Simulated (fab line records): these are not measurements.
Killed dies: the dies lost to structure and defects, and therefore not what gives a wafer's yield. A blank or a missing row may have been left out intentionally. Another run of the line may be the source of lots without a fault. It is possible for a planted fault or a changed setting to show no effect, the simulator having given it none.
A struck lot beside a sound one || flow n5 finfet || 14 out of 1938 route steps
Sound: the wafers L634.2, L634.3, L634.4. The struck wafers were L636.1, L636.4, L636.6. The cause is named last.
Order at every step that has rows: each side's tool, ch and its chambers, its first start. Under that, the readings that differ: sound wafers || struck wafers || difference of the means || sigmas: that difference in standard deviations of wafers without a fault.
alike: a reading whose means differ by less than 2 such deviations, as well as words and numbers matching on both sides. not compared: withheld readings; readings where some wafer has no value; bounds like >300 that might hide an equal value; numbers whose values overlap and for which the record gives no deviation.
The two part at a step that has a row with sigmas, a row that says differs or no value, or rows on one side only. When numbers do not overlap yet have no deviation, they are printed without sigmas and do not part them. A reading that every wafer of one side lacks parts them only if that side has two wafers or more.

N5_PASSIVATION_PECVD_00: deposits SiO2 from SiH4/N2O, target thk 200 nm, time 11.2 s.
  sound on pecvd-03 ch 1,2, day 14 12:56; struck on pecvd-02 ch 0,1,2, day 14 20:23
  alike: heater power w, showerhead plenum p Torr, throttle valve pct
N5_MIM_BOT_DEGAS_01: time 60 s.
  struck on pvd sputter-02, day 14 22:08; sound on pvd sputter-02, day 14 13:07
  alike: heater power w
N5_MIM_BOT_SPUTTER_00: material TiN, target thk 35 nm, time 89.7 s.
  struck on pvd sputter-02, day 14 22:10; sound on pvd sputter-02, day 14 13:09
  alike: throttle valve pct
N5_MIM_TOP_ALD_00: deposits Al2O3, purge time 3 s, co reactant pulse time 3 s.
  sound on ald hk-01 ch 1,2,3, day 14 13:15; struck on ald hk-02 ch 0,3, day 14 22:16
  alike: precursor pulse height rel
then, 2 steps without rows for these wafers: N5_MIM_TOP_ALD_01 (deposits HfO2, target thk 5.6 nm, pulse time 1 s, purge time 3 s); N5_MIM_TOP_ALD_02 (deposits Al2O3, purge time 3 s, co reactant pulse time 3 s).
N5_MIM_TOP_DEGAS_04: time 60 s.
  struck on pvd sputter-03, day 14 22:47; sound on pvd sputter-02, day 14 13:52
  alike: heater power w
then, 5 steps without rows for these wafers: N5_MIM_TOP_SPUTTER_03 (material TiN, target thk 35 nm, time 89.7 s); N5_MIM_TOP_LITHO_HMDS_01 (time 60 s); N5_MIM_TOP_LITHO_COAT_02; N5_MIM_TOP_LITHO_EBR_04; N5_MIM_TOP_LITHO_SOFTBAKE_03 (time 90 s).
N5_MIM_TOP_LITHO_EXPOSE_05: exposes mask MIM TOP, target cd 2000 nm.
  struck on krf scanner-02, day 14 23:10; sound on krf scanner-01 ch 0, day 14 14:08
  no value came back on the struck wafers for exposure dose mJ cm2, focus offset nm (nm), sigma outer; on the sound wafers exposure dose mJ cm2 reads 20.503 20.506 20.494
  alike: mask
after that, 1 step had no rows for these wafers: N5_MIM_TOP_LITHO_PEB_06.

WHERE THEY PART
Only at N5_MIM_TOP_LITHO_EXPOSE_05, within this record.

WHY: what had been put in by the simulator
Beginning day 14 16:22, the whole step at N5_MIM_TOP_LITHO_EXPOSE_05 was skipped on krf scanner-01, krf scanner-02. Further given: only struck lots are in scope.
